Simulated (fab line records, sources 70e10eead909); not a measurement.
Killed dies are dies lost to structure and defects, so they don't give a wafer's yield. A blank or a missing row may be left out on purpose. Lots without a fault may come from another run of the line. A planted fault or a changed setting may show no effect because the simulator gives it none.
Chamber matching | flow nand_harc | NHARC_A_SGD_CUT_ETCHBACK_24 on rie_diel-05: 4 sister chambers
The step etches the open film in CH3F/O2, target depth 50 nm, time 92.857 s. 4 wafers are shown with their chamber, then 7 later ones without.

WAFERS WITH THEIR CHAMBER
wafer  | chamber | drypump_motor_current_A (A)
L085.1 | 1       | 5.9
L085.5 | 0       | 5.7
L093.1 | 3       | 5.8
L093.4 | 2       | 5.9

WAFERS WITHOUT THEIR CHAMBER
wafer  | drypump_motor_current_A (A)
L093.6 | 5.9
L095.1 | 6.0
L095.3 | 5.8
L095.5 | 5.9
L097.1 | 5.9
L097.4 | 5.9
L097.5 | 5.8

WHICH CHAMBER EACH WENT THROUGH
wafer  | from the rows above     | in truth
L093.6 | can't be placed: 1 or 2 | 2
L095.1 | can't be placed: 1 or 2 | 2
L095.3 | 3                       | 3
L095.5 | can't be placed: 1 or 2 | 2
L097.1 | can't be placed: 1 or 2 | 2
L097.4 | can't be placed: 1 or 2 | 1
L097.5 | 3                       | 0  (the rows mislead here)
Placed correctly: 1 of 7. Can't be placed from these rows: 5 (the true chamber is among the candidates in 5). Placed wrongly: 1.
How it was worked out, from the rows above alone: a wafer's distance from a chamber is the root of the sum, over the readings, of the square of ((its reading less the chamber's mean) divided by the reading's scatter). The wafer belongs to the nearest chamber; if the next one is less than 2 further off, it can't be placed. A chamber's mean is the mean of its shown wafers. The scatter: with one shown wafer a chamber, the root of the mean of the squares of how far each hidden wafer lies from its nearest shown one.
